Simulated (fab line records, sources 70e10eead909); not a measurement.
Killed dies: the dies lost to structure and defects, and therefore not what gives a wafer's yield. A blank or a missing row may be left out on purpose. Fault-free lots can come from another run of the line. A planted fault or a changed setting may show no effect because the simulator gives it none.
Which of the tools did it? | flow nand harc | 39 wafers from 13 lots sampled at 6 of the route's 1302 steps

WHAT THE GAUGES SHOWED, per wafer
NHARC_A_ONON_D2_THK_MEAS_05: measures by ellipsometry.
lot  | measured     | on            | thk nm (nm)
L648 | day 13 00:50 | film metro-01 | 989 990 991
L651 | day 14 13:44 | film metro-02 | 1014 1011 1013
L654 | day 15 19:17 | film metro-02 | 1004 1003 1002
L658 | day 17 15:40 | film metro-01 | 1003 999 999
L661 | day 18 11:44 | film metro-01 | 981 984 983
L660 | day 18 11:46 | film metro-02 | 995 995 996
L662 | day 19 08:28 | film metro-01 | 1005 1004 1003
L663 | day 19 08:28 | film metro-01 | 980 979 980
L664 | day 19 18:22 | film metro-02 | 1003 1003 1003
L665 | day 20 04:14 | film metro-02 | 988 988 986
L666 | day 20 21:40 | film metro-01 | 998 1000 998
L669 | day 21 21:26 | film metro-01 | 999 997 1000
L668 | day 21 21:37 | film metro-01 | 996 998 996

NHARC_A_ONON_D2_THK_MEAS_27: measures by ellipsometry.
lot  | measured     | on            | thk nm (nm)
L648 | day 13 12:03 | film metro-01 | 1010 1010 1011
L651 | day 15 03:53 | film metro-02 | 1008 1009 1008
L654 | day 16 06:26 | film metro-02 | 999 999 998
L658 | day 18 02:45 | film metro-02 | 1010 1010 1010
L661 | day 18 22:29 | film metro-01 | 987 988 989
L660 | day 18 22:29 | film metro-02 | 1018 1020 1018
L662 | day 19 20:22 | film metro-02 | 995 995 995
L663 | day 19 20:31 | film metro-01 | 1001 1002 1003
L664 | day 20 05:54 | film metro-02 | 993 993 993
L665 | day 20 17:11 | film metro-02 | 989 990 987
L666 | day 21 08:50 | film metro-02 | 987 986 987
L669 | day 22 08:35 | film metro-02 | 1012 1012 1011
L668 | day 22 08:32 | film metro-02 | 1009 1008 1006

NHARC_A_ONON_D2_THK_MEAS_30: measures by ellipsometry.
lot  | measured     | on            | thk nm (nm)
L648 | day 13 12:37 | film metro-01 | 988 989 987
L651 | day 15 04:28 | film metro-01 | 1586 1586 1588
L654 | day 16 07:01 | film metro-01 | 1589 1588 1589
L658 | day 18 03:28 | film metro-01 | 1022 1022 1022
L661 | day 18 23:04 | film metro-01 | 995 995 997
L660 | day 18 23:04 | film metro-02 | 987 987 987
L662 | day 19 20:56 | film metro-02 | 1002 1002 1004
L663 | day 19 21:04 | film metro-02 | 991 991 990
L664 | day 20 06:28 | film metro-02 | 1001 999 1000
L665 | day 20 17:46 | film metro-02 | 995 994 996
L666 | day 21 09:25 | film metro-01 | 1004 1002 1004
L669 | day 22 09:09 | film metro-02 | 1014 1013 1013
L668 | day 22 09:07 | film metro-02 | 1012 1010 1013

NHARC_END_SORT_01.
lot  | measured     | on        | killed at array | killed at other | killed at periphery | killed dies | killed open | killed short
L651 | day 26 09:52 | prober-01 | 674 673 677     | 0 0 0           | 3 4 0               | 677 677 677 | 2 1 1       | 2 1 1
L654 | day 27 10:31 | prober-02 | 674 674 672     | 0 0 1           | 3 3 4               | 677 677 677 | 3 2 6       | 2 1 2

TOOL THAT RAN EACH LOT (tool first, then ch and the chambers of the sampled wafers, then the start)
lot  | NHARC_A_ONON_D2_DEP_28           | NHARC_A_ONON_D2_DEP_33
L648 | pecvd onon-02 ch 0, day 13 12:17 | pecvd-02 ch 0,1,2, day 13 12:48
L651 | pecvd onon-03 ch 0, day 15 03:57 | pecvd-03 ch 0,1,2, day 15 04:31
L654 | pecvd onon-03 ch 0, day 16 06:29 | pecvd-04 ch 0,2, day 16 07:10
L658 | pecvd onon-01 ch 0, day 18 02:56 | pecvd-04 ch 0,1, day 18 03:35
L661 | pecvd onon-02 ch 0, day 18 22:36 | pecvd-03 ch 0,1, day 18 23:34
L660 | pecvd onon-03 ch 0, day 18 22:33 | pecvd-02 ch 0,1,2, day 18 23:31
L662 | pecvd onon-03 ch 0, day 19 20:29 | pecvd-03 ch 0,2, day 19 20:59
L663 | pecvd onon-02 ch 0, day 19 20:34 | pecvd-02 ch 0,1, day 19 21:13
L664 | pecvd onon-02 ch 0, day 20 05:57 | pecvd-02 ch 0,1,2, day 20 06:34
L665 | pecvd onon-01 ch 0, day 20 17:18 | pecvd-02 ch 0,1,2, day 20 17:49
L666 | pecvd onon-03 ch 0, day 21 08:58 | pecvd-03 ch 1, day 21 09:28
L669 | pecvd onon-01 ch 0, day 22 08:42 | pecvd-04 ch 0,1, day 22 09:13
L668 | pecvd onon-02 ch 0, day 22 08:40 | pecvd-03 ch 0,1,2, day 22 09:13
- NHARC_A_ONON_D2_DEP_28: target thk 1000 nm.
- NHARC_A_ONON_D2_DEP_33: deposits SiO2, target thk 200 nm.

AS READ BY THE TOOLS THEMSELVES (means over the sampled wafers that have a number; for cases with no such wafer, the mark the record gives instead)
NHARC_A_ONON_D2_DEP_28.
lot  | tool          | n2 flow sccm (sccm)
L648 | pecvd onon-02 | 2752
L651 | pecvd onon-03 | 2747
L654 | pecvd onon-03 | 2758
L658 | pecvd onon-01 | 2741
L661 | pecvd onon-02 | 2732
L660 | pecvd onon-03 | 2748
L662 | pecvd onon-03 | 2741
L663 | pecvd onon-02 | 2749
L664 | pecvd onon-02 | 2752
L665 | pecvd onon-01 | 2752
L666 | pecvd onon-03 | 2736
L669 | pecvd onon-01 | 2745
L668 | pecvd onon-02 | 2755

NHARC_A_ONON_D2_DEP_33.
lot  | tool     | heater power w (W) | throttle valve pct (%)
L648 | pecvd-02 | 544                | 15.1
L651 | pecvd-03 | 596                | 16.2
L654 | pecvd-04 | 492                | 16.5
L658 | pecvd-04 | 440                | 16.2
L661 | pecvd-03 | 639                | 16.1
L660 | pecvd-02 | 588                | 15.0
L662 | pecvd-03 | 524                | 16.3
L663 | pecvd-02 | 576                | 15.2
L664 | pecvd-02 | 570                | 14.9
L665 | pecvd-02 | 538                | 14.9
L666 | pecvd-03 | 649                | 16.4
L669 | pecvd-04 | 465                | 16.0
L668 | pecvd-03 | 602                | 16.4

THE ANSWER, worked out from the rows above alone
Rule: the lots themselves supply what counts as usual. Put in order of their means at a reading, lots are off if they are a third of the lots or fewer, leave a main group of 4 or more, and stand apart from it by a gap of 3 or more times the standard deviation of the main group's means; of several such gaps the widest counts. A main group whose means are all the same, to the digits that the tables above print for the reading, isn't used. Also off: a lot with no number at a reading for which 4 or more lots have one. All remaining lots with rows at the step are treated as sound. Order of review: gauges by route order, followed by the tools' own readings, for which a lot's mean as printed above is used. The first step at which some lot is off is used, and at that step the reading that is off furthest; a lot without a number counts as furthest.
Off: L651, L654 (NHARC_A_ONON_D2_THK_MEAS_30, thk nm). Main group: mean 1001 nm, sd 11.
If a tool, at a process step before that reading, ran all the lots that are off and no sound lot after the first of them, it fits. Those tools and the gauges at NHARC_A_ONON_D2_THK_MEAS_30 are tried in the same way. Not one of the candidates tried fits.

WHAT THE SIMULATOR HAD INSERTED
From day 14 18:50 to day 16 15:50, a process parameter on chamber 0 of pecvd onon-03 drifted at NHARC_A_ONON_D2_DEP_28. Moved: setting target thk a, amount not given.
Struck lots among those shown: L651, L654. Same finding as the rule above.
